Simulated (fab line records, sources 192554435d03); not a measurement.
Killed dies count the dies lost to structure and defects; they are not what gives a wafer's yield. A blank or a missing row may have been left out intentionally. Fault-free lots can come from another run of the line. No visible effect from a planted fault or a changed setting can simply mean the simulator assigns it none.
Struck lot and sound lot, side by side / flow n5_finfet / 16 steps out of a route of 1938
Sound: these wafers, L146.1, L146.2, L146.3. Wafers L149.2, L149.3, L149.5 were the ones struck. At the end, the cause is stated.
Order at every step that has rows: each side's tool, ch and its chambers, its first start. Under that, the readings that differ: sound wafers / struck wafers / difference of the means / sigmas: that difference in standard deviations of wafers without a fault.
alike: same words and numbers on both sides, and readings whose means sit less than 2 such deviations apart. not compared: any withheld reading, any reading some wafer has no value for, any bound like >300 that may hide the same value, and any number with overlapping values for which the record gives no deviation.
Wherever a step has rows on one side only, a row that says differs or no value, or a row with sigmas, the two part there. Numbers that have no deviation but don't overlap get no sigmas and don't part them. A reading missing from all wafers of one side parts the sides only when that side holds two or more wafers.

first, 1 step without rows for these wafers: N5_BEOL_M4_DEVELOP_27 (develop time 30 s).
N5_BEOL_M4_CD_MEAS_28: target cd 26.2 nm, target cd y 24.1 nm.
  sound on cd_sem-02 ch 0, day 9 15:20; struck on cd_sem-01 ch 0, day 10 00:14
  alike: cd_nm
N5_BEOL_M4_OVL_MEAS_29:
  sound on overlay-01 ch 0, day 9 15:22; struck on overlay-01 ch 0, day 10 00:16
  alike: V3_OVL
N5_BEOL_M4_INSPECT_30: inspects for defects (brightfield).
  sound: defect_inspect-02 at day 9 15:26; struck: defect_inspect-02 at day 10 00:19
  alike: raw_defect_count
N5_BEOL_M4_DESCUM_33: chemistry O2, time 7 s.
  sound on rie_diel-05 ch 1,2,3, day 9 15:28; struck on rie_diel-01 ch 1,2, day 10 00:21
  alike: drypump_motor_current_A, oes_product_au, rf_vpp_V, showerhead_plenum_p_Torr, throttle_valve_pct
  not compared: rf_hours_counter_h
N5_BEOL_M4_ETCH_77: etches underlayer in N2/H2, target depth 6.5 nm, time 5.2 s.
  sound on rie_diel-05 ch 1,2,3, day 9 15:30; struck on rie_diel-01 ch 1,2, day 10 00:24
  alike: drypump_motor_current_A, etch_rf_on_time_s, h2_flow_sccm, oes_product_au, rf_fwd_power_W, rf_vpp_V, showerhead_plenum_p_Torr, throttle_valve_pct
  not compared: rf_hours_counter_h
N5_BEOL_M4_ETCH_69: etches SiARC in CF4, target depth 15.6 nm, time 26 s.
  sound on rie_diel-05 ch 1,2,3, day 9 15:31; struck on rie_diel-01 ch 1,2, day 10 00:26
  alike: drypump_motor_current_A, etch_rf_on_time_s, oes_product_au, rf_fwd_power_W, rf_vpp_V, showerhead_plenum_p_Torr, throttle_valve_pct
  not compared: rf_hours_counter_h
N5_BEOL_M4_ALD_98: deposits SiO2, target thk 2.5 nm, pulse time 1 s, co reactant pulse time 1 s.
  sound on ald_sin-02 ch 0,2,3, day 9 15:41; struck on ald_sin-02 ch 0,1,3, day 10 00:33
  alike: heater_power_w, precursor_pulse_height_rel
then, 1 step without rows for these wafers: N5_BEOL_M4_ETCHBACK_99 (etches SiO2 in CHF3, target depth 5 nm, time 10.4 s).
N5_BEOL_M4_ETCH_70: etches SOC in N2/H2, target depth 80 nm, overetch 24 nm, time 130 s.
  sound on rie_diel-02 ch 0,1,3, day 9 22:42; struck on rie_diel-02 ch 1,3, day 10 12:47
  alike: drypump_motor_current_A, h2_flow_sccm, oes_product_au, rf_fwd_power_W, rf_vpp_V, showerhead_plenum_p_Torr, throttle_valve_pct
  not compared: rf_hours_counter_h
then, 2 steps without rows for these wafers: N5_BEOL_M4_STRIP_71 (strips in N2/H2); N5_BEOL_M4_STRIP_78 (strips in N2/H2).
N5_BEOL_M4_VIA_ETCH_34: etches the open film in C4F6/O2, target depth 69.4 nm, time 65.9 s.
  sound on rie_diel-02 ch 0,1,3, day 9 22:49; struck on rie_diel-02 ch 1,3, day 10 12:57
reading=rf_fwd_power_W (W); sound=346.4 347.4 349.0; struck=263.8 262.4 264.7; difference=-84.0; sigmas=-70
reading=rf_vpp_V (V); sound=685 655 630; struck=784 784 750; difference=+116; sigmas=+6
reading=model.etch.depth_nm (nm); sound=68 70 69.26; struck=61.33 61.15 62.99; difference=-7.26; sigmas=
reading=model.SOC_of_BEOL_M4_COAT_67.thk_nm (nm); sound=51.8 51.8 52; struck=52.8 52.8 52.6; difference=+0.9; sigmas=
  alike: drypump_motor_current_A, oes_product_au, showerhead_plenum_p_Torr, throttle_valve_pct
  not compared: rf_hours_counter_h
then, 1 step without rows for these wafers: N5_BEOL_M4_STRIP_83 (strips in C4F6/O2).
N5_BEOL_M4_RC_MEAS_101:
  sound on prober-01 ch 0, day 10 03:07; struck on prober-01 ch 0, day 10 17:31
  alike: DIBL_N, DIBL_P, IOFF_N, IOFF_P, ION_N, ION_P, SS_N, SS_P, VT_N, VT_P
-- record jumps: 4 days separate the struck wafers' starts on either side; left off in module BEOL_M4, taken up again in module PASSIVATION, whose first shown step is the route's number 1936 --
N5_PASSIVATION_PROBE_49:
  rows exist in the record for the struck wafers here (prober-02, day 15 03:20), but not for the sound ones

== WHERE THEY PART ==
First at N5_BEOL_M4_VIA_ETCH_34; last, within this record, at N5_PASSIVATION_PROBE_49.

WHY: the cause the simulator had injected
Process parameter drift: rie_diel-02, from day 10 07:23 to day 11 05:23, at N5_BEOL_M4_VIA_ETCH_34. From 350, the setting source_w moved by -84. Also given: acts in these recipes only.
